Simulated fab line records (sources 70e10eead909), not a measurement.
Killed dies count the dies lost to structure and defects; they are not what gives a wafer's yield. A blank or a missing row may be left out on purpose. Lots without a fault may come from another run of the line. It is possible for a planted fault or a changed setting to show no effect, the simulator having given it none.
A sampling plan put to the test / flow nand harc / one line in one fab, 39 faults in these records, each fault weighed on the records of the lots it struck
The plan consists of the line's own looks: route steps at which the wafer is read by a gauge or an inspection but not changed. A look is open to judgement when struck wafers have a number at it and the file gives its usual mean and standard deviation on fault-free wafers. Caught: at a look after the fault's first step, the mean of the struck wafers lies 4 or more of those standard deviations (sigma) from the usual mean. On the tool: the same test on the tool's own readings at the fault's steps. Another recipe on the struck wafers, or a record that is blank for them alone, also counts as caught.

THE FAULTS, as the simulator had put them in
1. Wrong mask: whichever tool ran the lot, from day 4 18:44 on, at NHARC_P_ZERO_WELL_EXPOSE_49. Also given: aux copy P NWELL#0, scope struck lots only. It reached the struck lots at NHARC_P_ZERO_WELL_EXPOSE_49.
2. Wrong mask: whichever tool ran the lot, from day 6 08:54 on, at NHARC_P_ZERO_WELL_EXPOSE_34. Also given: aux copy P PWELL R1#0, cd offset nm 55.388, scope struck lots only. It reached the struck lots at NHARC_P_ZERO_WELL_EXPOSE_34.
3. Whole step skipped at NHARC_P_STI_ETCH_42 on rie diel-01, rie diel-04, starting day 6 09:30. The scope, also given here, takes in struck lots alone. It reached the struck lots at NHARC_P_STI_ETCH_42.
4. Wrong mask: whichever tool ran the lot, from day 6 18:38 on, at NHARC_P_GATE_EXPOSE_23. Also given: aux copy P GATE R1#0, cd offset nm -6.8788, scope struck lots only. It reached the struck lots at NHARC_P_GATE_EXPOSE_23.
5. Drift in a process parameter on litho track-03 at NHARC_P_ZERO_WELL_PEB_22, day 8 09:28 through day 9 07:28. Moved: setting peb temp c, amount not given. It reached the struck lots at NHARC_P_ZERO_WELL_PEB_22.
6. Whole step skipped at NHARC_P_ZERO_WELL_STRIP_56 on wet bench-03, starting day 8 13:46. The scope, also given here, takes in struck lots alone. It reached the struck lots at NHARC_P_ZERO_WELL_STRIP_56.
7. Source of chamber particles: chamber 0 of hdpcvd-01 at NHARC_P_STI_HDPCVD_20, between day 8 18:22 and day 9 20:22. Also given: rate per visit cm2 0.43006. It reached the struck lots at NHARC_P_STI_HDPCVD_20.
8. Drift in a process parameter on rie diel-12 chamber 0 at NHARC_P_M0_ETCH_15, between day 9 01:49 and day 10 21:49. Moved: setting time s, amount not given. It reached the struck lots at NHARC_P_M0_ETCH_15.
9. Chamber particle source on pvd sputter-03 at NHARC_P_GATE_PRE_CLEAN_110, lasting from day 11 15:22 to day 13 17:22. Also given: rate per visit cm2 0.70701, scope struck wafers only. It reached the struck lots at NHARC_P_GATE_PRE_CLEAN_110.
10. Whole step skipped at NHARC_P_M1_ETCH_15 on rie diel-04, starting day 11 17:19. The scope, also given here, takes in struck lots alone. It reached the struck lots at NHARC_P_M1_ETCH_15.
11. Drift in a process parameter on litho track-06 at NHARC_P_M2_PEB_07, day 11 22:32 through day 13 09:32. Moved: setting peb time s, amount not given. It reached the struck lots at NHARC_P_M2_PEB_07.
12. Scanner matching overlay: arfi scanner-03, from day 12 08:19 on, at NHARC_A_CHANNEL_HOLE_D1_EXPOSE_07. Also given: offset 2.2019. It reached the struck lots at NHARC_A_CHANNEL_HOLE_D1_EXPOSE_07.
13. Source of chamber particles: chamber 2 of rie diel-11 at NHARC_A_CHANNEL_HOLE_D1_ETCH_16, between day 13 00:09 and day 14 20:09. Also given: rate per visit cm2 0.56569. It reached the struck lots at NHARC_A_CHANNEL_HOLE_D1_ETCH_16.
14. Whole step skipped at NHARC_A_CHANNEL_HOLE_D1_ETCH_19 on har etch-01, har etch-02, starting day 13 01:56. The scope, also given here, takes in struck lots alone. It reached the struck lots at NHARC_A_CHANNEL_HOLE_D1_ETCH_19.
15. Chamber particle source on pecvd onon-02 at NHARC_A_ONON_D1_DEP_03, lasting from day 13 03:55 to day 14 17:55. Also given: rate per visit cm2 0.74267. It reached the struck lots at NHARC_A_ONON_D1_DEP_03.
16. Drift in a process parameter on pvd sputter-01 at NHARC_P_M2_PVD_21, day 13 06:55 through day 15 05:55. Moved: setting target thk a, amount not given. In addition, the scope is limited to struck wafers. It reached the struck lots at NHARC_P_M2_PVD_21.
17. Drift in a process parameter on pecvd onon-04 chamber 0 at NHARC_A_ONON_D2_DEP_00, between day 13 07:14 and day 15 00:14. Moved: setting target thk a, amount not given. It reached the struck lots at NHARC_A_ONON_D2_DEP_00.
18. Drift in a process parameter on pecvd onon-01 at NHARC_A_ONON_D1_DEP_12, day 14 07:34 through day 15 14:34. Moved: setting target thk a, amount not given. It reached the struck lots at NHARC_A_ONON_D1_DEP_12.
19. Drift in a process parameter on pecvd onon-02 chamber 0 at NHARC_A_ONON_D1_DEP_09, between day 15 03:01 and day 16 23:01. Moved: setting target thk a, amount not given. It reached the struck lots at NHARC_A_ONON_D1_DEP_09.
20. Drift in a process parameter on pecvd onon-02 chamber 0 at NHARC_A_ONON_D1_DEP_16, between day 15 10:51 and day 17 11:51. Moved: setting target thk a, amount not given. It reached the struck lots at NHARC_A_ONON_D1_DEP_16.
21. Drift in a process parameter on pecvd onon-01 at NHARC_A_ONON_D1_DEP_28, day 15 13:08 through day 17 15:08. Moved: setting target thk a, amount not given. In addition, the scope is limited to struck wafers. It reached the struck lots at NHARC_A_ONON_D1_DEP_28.
22. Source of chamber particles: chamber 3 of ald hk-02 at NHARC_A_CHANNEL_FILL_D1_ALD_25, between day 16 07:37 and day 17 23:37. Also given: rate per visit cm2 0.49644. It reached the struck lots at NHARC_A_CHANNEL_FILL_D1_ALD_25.
23. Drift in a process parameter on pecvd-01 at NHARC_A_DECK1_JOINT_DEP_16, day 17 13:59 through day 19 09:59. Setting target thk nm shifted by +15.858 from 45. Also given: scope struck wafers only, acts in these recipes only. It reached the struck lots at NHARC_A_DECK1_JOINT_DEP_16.
24. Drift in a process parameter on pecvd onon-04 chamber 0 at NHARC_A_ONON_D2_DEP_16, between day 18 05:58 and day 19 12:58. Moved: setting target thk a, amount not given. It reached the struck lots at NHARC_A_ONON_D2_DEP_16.
25. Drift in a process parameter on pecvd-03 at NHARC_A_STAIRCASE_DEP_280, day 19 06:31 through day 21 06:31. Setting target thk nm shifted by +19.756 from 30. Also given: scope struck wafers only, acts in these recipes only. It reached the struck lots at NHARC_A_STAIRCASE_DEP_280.
26. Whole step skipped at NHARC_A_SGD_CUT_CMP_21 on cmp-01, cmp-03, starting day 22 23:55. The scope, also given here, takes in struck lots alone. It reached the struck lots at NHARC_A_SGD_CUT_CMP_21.
27. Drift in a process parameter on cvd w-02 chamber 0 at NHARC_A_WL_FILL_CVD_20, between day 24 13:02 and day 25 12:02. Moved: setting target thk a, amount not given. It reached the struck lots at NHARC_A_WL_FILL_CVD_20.
28. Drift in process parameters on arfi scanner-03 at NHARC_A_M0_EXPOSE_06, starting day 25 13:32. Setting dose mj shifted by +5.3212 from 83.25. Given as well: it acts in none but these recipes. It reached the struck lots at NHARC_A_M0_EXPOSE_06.
29. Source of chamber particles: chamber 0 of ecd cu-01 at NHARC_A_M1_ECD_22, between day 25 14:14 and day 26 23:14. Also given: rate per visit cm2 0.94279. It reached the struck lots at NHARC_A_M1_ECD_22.
30. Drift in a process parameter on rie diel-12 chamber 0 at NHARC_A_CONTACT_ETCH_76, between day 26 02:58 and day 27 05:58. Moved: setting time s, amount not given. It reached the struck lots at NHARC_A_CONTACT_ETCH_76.
31. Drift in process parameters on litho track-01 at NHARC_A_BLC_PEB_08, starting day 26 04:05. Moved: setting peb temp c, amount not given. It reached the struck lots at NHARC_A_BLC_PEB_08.
32. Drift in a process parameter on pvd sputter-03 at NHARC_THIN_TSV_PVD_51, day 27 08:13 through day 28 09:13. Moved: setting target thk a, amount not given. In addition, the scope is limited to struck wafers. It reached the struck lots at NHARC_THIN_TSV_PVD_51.
33. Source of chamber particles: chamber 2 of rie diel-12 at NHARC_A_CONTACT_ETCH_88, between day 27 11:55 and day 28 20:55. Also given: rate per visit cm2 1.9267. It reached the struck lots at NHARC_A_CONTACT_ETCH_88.
34. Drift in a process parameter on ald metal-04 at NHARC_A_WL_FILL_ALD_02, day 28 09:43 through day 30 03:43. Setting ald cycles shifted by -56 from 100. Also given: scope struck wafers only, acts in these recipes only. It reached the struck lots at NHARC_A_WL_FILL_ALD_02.
35. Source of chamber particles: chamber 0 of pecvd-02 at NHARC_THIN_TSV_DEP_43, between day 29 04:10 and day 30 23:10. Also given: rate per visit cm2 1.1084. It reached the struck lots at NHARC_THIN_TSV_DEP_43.
36. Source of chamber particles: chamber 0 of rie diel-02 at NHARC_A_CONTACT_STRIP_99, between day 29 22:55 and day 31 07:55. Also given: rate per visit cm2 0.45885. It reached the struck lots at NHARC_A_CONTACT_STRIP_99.
37. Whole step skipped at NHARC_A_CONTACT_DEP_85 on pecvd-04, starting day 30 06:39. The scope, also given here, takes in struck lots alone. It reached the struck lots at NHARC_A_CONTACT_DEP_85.
38. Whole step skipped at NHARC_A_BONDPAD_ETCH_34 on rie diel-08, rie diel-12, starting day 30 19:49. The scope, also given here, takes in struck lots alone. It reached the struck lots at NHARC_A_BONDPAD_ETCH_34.
39. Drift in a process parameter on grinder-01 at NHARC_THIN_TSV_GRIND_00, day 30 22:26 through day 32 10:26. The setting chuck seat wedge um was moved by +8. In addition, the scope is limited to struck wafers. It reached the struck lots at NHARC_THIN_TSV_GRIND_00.

WHAT THE PLAN SAW
fault=1; on the tool itself=under 2 sigma; first look that catches it=NHARC_END_SORT_01; reading, sigma=killed at periphery +99 or beyond; median hours from its first step to that look=543.8; hours from the fault's start to the first struck lot there=547; judged looks passed uncaught=0
fault=2; on the tool itself=under 2 sigma; first look that catches it=NHARC_P_ZERO_WELL_CD_MEAS_37; reading, sigma=cd nm +25; median hours from its first step to that look=0.2; hours from the fault's start to the first struck lot there=5; judged looks passed uncaught=0
fault=3; on the tool itself=the tool's record is blank for the struck wafers; first look that catches it=NHARC_END_SORT_01; reading, sigma=killed at periphery +99 or beyond; median hours from its first step to that look=534.9; hours from the fault's start to the first struck lot there=542; judged looks passed uncaught=0
fault=4; on the tool itself=no reading that can be judged; first look that catches it=NHARC_P_GATE_CD_MEAS_26; reading, sigma=cd nm -11; median hours from its first step to that look=0.1; hours from the fault's start to the first struck lot there=5; judged looks passed uncaught=0
fault=5; on the tool itself=plate temp C +68 sigma; first look that catches it=NHARC_P_ZERO_WELL_CD_MEAS_24; reading, sigma=cd nm +5.3; median hours from its first step to that look=0.1; hours from the fault's start to the first struck lot there=5; judged looks passed uncaught=0
fault=6; on the tool itself=the tool's record is blank for the struck wafers; first look that catches it=NHARC_END_SORT_01; reading, sigma=killed at periphery +99 or beyond; median hours from its first step to that look=546.6; hours from the fault's start to the first struck lot there=548; judged looks passed uncaught=0
fault=7; on the tool itself=no reading that can be judged; first look that catches it=NHARC_END_SORT_01; reading, sigma=killed at periphery +22; median hours from its first step to that look=505.1; hours from the fault's start to the first struck lot there=514; judged looks passed uncaught=1
fault=8; on the tool itself=run length s -27 sigma; first look that catches it=NHARC_END_SORT_01; reading, sigma=killed at periphery +99 or beyond; median hours from its first step to that look=464.5; hours from the fault's start to the first struck lot there=486; judged looks passed uncaught=1
fault=9; on the tool itself=no reading that can be judged; first look that catches it=NHARC_END_SORT_01; reading, sigma=killed at periphery +15; median hours from its first step to that look=446.7; hours from the fault's start to the first struck lot there=494; judged looks passed uncaught=1
fault=10; on the tool itself=the tool's record is blank for the struck wafers; first look that catches it=NHARC_END_SORT_01; reading, sigma=killed at periphery +99 or beyond; median hours from its first step to that look=434.9; hours from the fault's start to the first struck lot there=443; judged looks passed uncaught=0
fault=11; on the tool itself=no reading that can be judged; first look that catches it=none of the 2 looks that can be judged after it; reading, sigma=strongest: cd nm at NHARC_P_M2_CD_MEAS_09, +2.9; median hours from its first step to that look=-; hours from the fault's start to the first struck lot there=-; judged looks passed uncaught=2
fault=12; on the tool itself=no reading that can be judged; first look that catches it=NHARC_A_CHANNEL_HOLE_D1_OVL_MEAS_11; reading, sigma=overlay x nm +5.6; median hours from its first step to that look=0.2; hours from the fault's start to the first struck lot there=54; judged looks passed uncaught=0
fault=13; on the tool itself=under 2 sigma; first look that catches it=NHARC_A_CHANNEL_HOLE_D1_INSPECT_40; reading, sigma=raw defect count +16; median hours from its first step to that look=9.9; hours from the fault's start to the first struck lot there=15; judged looks passed uncaught=0
fault=14; on the tool itself=the tool's record is blank for the struck wafers; first look that catches it=NHARC_END_SORT_01; reading, sigma=killed at array +34; median hours from its first step to that look=380.0; hours from the fault's start to the first struck lot there=381; judged looks passed uncaught=0
fault=15; on the tool itself=under 2 sigma; first look that catches it=NHARC_END_SORT_01; reading, sigma=killed at array +4.6; median hours from its first step to that look=406.0; hours from the fault's start to the first struck lot there=408; judged looks passed uncaught=1
fault=16; on the tool itself=under 2 sigma; first look that catches it=NHARC_END_SORT_01; reading, sigma=killed at periphery +99 or beyond; median hours from its first step to that look=437.4; hours from the fault's start to the first struck lot there=438; judged looks passed uncaught=0
fault=17; on the tool itself=under 2 sigma; first look that catches it=NHARC_A_ONON_D2_THK_MEAS_02; reading, sigma=thk nm -50; median hours from its first step to that look=0.5; hours from the fault's start to the first struck lot there=7; judged looks passed uncaught=0
fault=18; on the tool itself=under 2 sigma; first look that catches it=NHARC_A_ONON_D1_THK_MEAS_14; reading, sigma=thk nm -25; median hours from its first step to that look=0.4; hours from the fault's start to the first struck lot there=10; judged looks passed uncaught=0
fault=19; on the tool itself=under 2 sigma; first look that catches it=NHARC_A_ONON_D1_THK_MEAS_11; reading, sigma=thk nm +91; median hours from its first step to that look=0.5; hours from the fault's start to the first struck lot there=11; judged looks passed uncaught=0
fault=20; on the tool itself=under 2 sigma; first look that catches it=NHARC_A_ONON_D1_THK_MEAS_18; reading, sigma=thk nm +64; median hours from its first step to that look=0.4; hours from the fault's start to the first struck lot there=8; judged looks passed uncaught=0
fault=21; on the tool itself=under 2 sigma; first look that catches it=NHARC_A_ONON_D1_THK_MEAS_30; reading, sigma=thk nm -8.1; median hours from its first step to that look=0.5; hours from the fault's start to the first struck lot there=8; judged looks passed uncaught=0
fault=22; on the tool itself=under 2 sigma; first look that catches it=NHARC_END_SORT_01; reading, sigma=killed at array +4.6; median hours from its first step to that look=341.4; hours from the fault's start to the first struck lot there=362; judged looks passed uncaught=0
fault=23; on the tool itself=under 2 sigma; first look that catches it=NHARC_A_DECK1_JOINT_THK_MEAS_17; reading, sigma=thk nm +13; median hours from its first step to that look=0.3; hours from the fault's start to the first struck lot there=21; judged looks passed uncaught=0
fault=24; on the tool itself=no reading that can be judged; first look that catches it=NHARC_A_ONON_D2_THK_MEAS_18; reading, sigma=thk nm -37; median hours from its first step to that look=0.5; hours from the fault's start to the first struck lot there=16; judged looks passed uncaught=0
fault=25; on the tool itself=under 2 sigma; first look that catches it=NHARC_END_SORT_01; reading, sigma=killed at array +34; median hours from its first step to that look=190.3; hours from the fault's start to the first struck lot there=194; judged looks passed uncaught=0
fault=26; on the tool itself=the tool's record is blank for the struck wafers; first look that catches it=NHARC_END_SORT_01; reading, sigma=killed dies +34; median hours from its first step to that look=123.7; hours from the fault's start to the first struck lot there=136; judged looks passed uncaught=0
fault=27; on the tool itself=under 2 sigma; first look that catches it=not the one look that can be judged after it; reading, sigma=strongest: killed at other at NHARC_END_SORT_01, +2.3; median hours from its first step to that look=-; hours from the fault's start to the first struck lot there=-; judged looks passed uncaught=1
fault=28; on the tool itself=exposure dose mJ cm2 +65 sigma; first look that catches it=NHARC_A_M0_CD_MEAS_09; reading, sigma=cd nm +5.0; median hours from its first step to that look=0.1; hours from the fault's start to the first struck lot there=8; judged looks passed uncaught=0
fault=29; on the tool itself=no reading that can be judged; first look that catches it=NHARC_END_SORT_01; reading, sigma=defect limited yield -20; median hours from its first step to that look=38.6; hours from the fault's start to the first struck lot there=41; judged looks passed uncaught=2
fault=30; on the tool itself=run length s -99 or beyond sigma; first look that catches it=NHARC_END_SORT_01; reading, sigma=killed at array +34; median hours from its first step to that look=66.2; hours from the fault's start to the first struck lot there=72; judged looks passed uncaught=0
fault=31; on the tool itself=plate temp C -16 sigma; first look that catches it=NHARC_A_BLC_CD_MEAS_10; reading, sigma=cd nm -12; median hours from its first step to that look=0.1; hours from the fault's start to the first struck lot there=21; judged looks passed uncaught=0
fault=32; on the tool itself=under 2 sigma; first look that catches it=NHARC_END_SORT_01; reading, sigma=killed at other +99 or beyond; median hours from its first step to that look=16.8; hours from the fault's start to the first struck lot there=39; judged looks passed uncaught=0
fault=33; on the tool itself=under 2 sigma; first look that catches it=NHARC_END_SORT_01; reading, sigma=killed at array +6.6; median hours from its first step to that look=56.5; hours from the fault's start to the first struck lot there=77; judged looks passed uncaught=0
fault=34; on the tool itself=under 2 sigma; first look that catches it=NHARC_END_SORT_01; reading, sigma=killed dies +34; median hours from its first step to that look=102.0; hours from the fault's start to the first struck lot there=120; judged looks passed uncaught=0
fault=35; on the tool itself=only faintly: throttle valve pct +2.2 sigma; first look that catches it=NHARC_END_SORT_01; reading, sigma=killed at other +62; median hours from its first step to that look=20.0; hours from the fault's start to the first struck lot there=57; judged looks passed uncaught=0
fault=36; on the tool itself=no reading that can be judged; first look that catches it=none of the 3 looks that can be judged after it; reading, sigma=strongest: killed at array at NHARC_END_SORT_01, +3.6; median hours from its first step to that look=-; hours from the fault's start to the first struck lot there=-; judged looks passed uncaught=3
fault=37; on the tool itself=the tool's record is blank for the struck wafers; first look that catches it=NHARC_END_SORT_01; reading, sigma=killed dies +34; median hours from its first step to that look=58.3; hours from the fault's start to the first struck lot there=66; judged looks passed uncaught=0
fault=38; on the tool itself=the tool's record is blank for the struck wafers; first look that catches it=NHARC_END_SORT_01; reading, sigma=defect limited yield -34; median hours from its first step to that look=35.8; hours from the fault's start to the first struck lot there=34; judged looks passed uncaught=1
fault=39; on the tool itself=only faintly: motor current A +2.3 sigma; first look that catches it=NHARC_THIN_TSV_THK_MEAS_02; reading, sigma=thk nm -13; median hours from its first step to that look=1.3; hours from the fault's start to the first struck lot there=9; judged looks passed uncaught=0
Dash: fault not caught, or number not given in these records.

Caught at a look: 36 of 39. Caught on the tool: 12 of 39. By one or the other: 36 of 39.
Caught at a look alone: faults 1, 2, 4, 7, 9, 12, 13, 15, 16, 17, 18, 19, 20, 21, 22, 23, 24, 25, 29, 32, 33, 34, 35, 39.
Caught by neither: faults 11, 27, 36.

THINNER SAMPLING
In the worst case, this is how late the first struck lot would be measured if the look that catches a fault measured only every second or every third lot, by lot number:
fault=1; struck lots at that look, in order of time=L370; every lot=547 h; every second lot=may miss it; every third lot=may miss it
fault=2; struck lots at that look, in order of time=L223; every lot=5 h; every second lot=may miss it; every third lot=may miss it
fault=3; struck lots at that look, in order of time=L411, L410; every lot=542 h; every second lot=549 h; every third lot=may miss all 2
fault=4; struck lots at that look, in order of time=L535; every lot=5 h; every second lot=may miss it; every third lot=may miss it
fault=5; struck lots at that look, in order of time=L812, L813; every lot=5 h; every second lot=15 h; every third lot=may miss all 2
fault=6; struck lots at that look, in order of time=L410, L409; every lot=548 h; every second lot=562 h; every third lot=may miss all 2
fault=7; struck lots at that look, in order of time=L965, L963, L964; every lot=514 h; every second lot=527 h; every third lot=527 h
fault=8; struck lots at that look, in order of time=L671; every lot=486 h; every second lot=may miss it; every third lot=may miss it
fault=9; struck lots at that look, in order of time=L700; every lot=494 h; every second lot=may miss it; every third lot=may miss it
fault=10; struck lots at that look, in order of time=L939, L937; every lot=443 h; every second lot=may miss all 2; every third lot=may miss all 2
fault=12; struck lots at that look, in order of time=L307; every lot=54 h; every second lot=may miss it; every third lot=may miss it
fault=13; struck lots at that look, in order of time=L926; every lot=15 h; every second lot=may miss it; every third lot=may miss it
fault=14; struck lots at that look, in order of time=L323, L322; every lot=381 h; every second lot=388 h; every third lot=may miss all 2
fault=15; struck lots at that look, in order of time=L865, L866; every lot=408 h; every second lot=451 h; every third lot=may miss all 2
fault=16; struck lots at that look, in order of time=L357, L361; every lot=438 h; every second lot=may miss all 2; every third lot=may miss all 2
fault=17; struck lots at that look, in order of time=L759, L760; every lot=7 h; every second lot=30 h; every third lot=may miss all 2
fault=18; struck lots at that look, in order of time=L988, L989; every lot=10 h; every second lot=27 h; every third lot=may miss all 2
fault=19; struck lots at that look, in order of time=L568, L569; every lot=11 h; every second lot=23 h; every third lot=may miss all 2
fault=20; struck lots at that look, in order of time=L920, L925; every lot=8 h; every second lot=47 h; every third lot=may miss all 2
fault=21; struck lots at that look, in order of time=L226, L228, L231; every lot=8 h; every second lot=47 h; every third lot=may miss all 3
fault=22; struck lots at that look, in order of time=L553, L552; every lot=362 h; every second lot=379 h; every third lot=may miss all 2
fault=23; struck lots at that look, in order of time=L689, L688, L691; every lot=21 h; every second lot=28 h; every third lot=may miss all 3
fault=24; struck lots at that look, in order of time=L158, L159; every lot=16 h; every second lot=26 h; every third lot=may miss all 2
fault=25; struck lots at that look, in order of time=L961, L962; every lot=194 h; every second lot=202 h; every third lot=may miss all 2
fault=26; struck lots at that look, in order of time=L946, L948, L949; every lot=136 h; every second lot=150 h; every third lot=may miss all 3
fault=28; struck lots at that look, in order of time=L204, L211; every lot=8 h; every second lot=76 h; every third lot=may miss all 2
fault=29; struck lots at that look, in order of time=L172, L173; every lot=41 h; every second lot=48 h; every third lot=may miss all 2
fault=30; struck lots at that look, in order of time=L766; every lot=72 h; every second lot=may miss it; every third lot=may miss it
fault=31; struck lots at that look, in order of time=L121, L120; every lot=21 h; every second lot=23 h; every third lot=may miss all 2
fault=32; struck lots at that look, in order of time=L525; every lot=39 h; every second lot=may miss it; every third lot=may miss it
fault=33; struck lots at that look, in order of time=L411; every lot=77 h; every second lot=may miss it; every third lot=may miss it
fault=34; struck lots at that look, in order of time=L383, L384, L385; every lot=120 h; every second lot=120 h; every third lot=133 h
fault=35; struck lots at that look, in order of time=L615; every lot=57 h; every second lot=may miss it; every third lot=may miss it
fault=37; struck lots at that look, in order of time=L227, L229; every lot=66 h; every second lot=may miss all 2; every third lot=may miss all 2
fault=38; struck lots at that look, in order of time=L751, L750, L752; every lot=34 h; every second lot=53 h; every third lot=61 h
fault=39; struck lots at that look, in order of time=L136; every lot=9 h; every second lot=may miss it; every third lot=may miss it
Hours are from the fault's start to the first struck lot that is measured. 4 sigma limit: tested on the pooled struck wafers, so a lone lot may be under it. Other struck lots may not be in these records.

THE LONGEST TIMED WAY FROM STEP TO LOOK
For fault 6, NHARC_P_ZERO_WELL_STRIP_56 and NHARC_END_SORT_01 are separated by a median of 546.6 hours. No look between them can be judged.
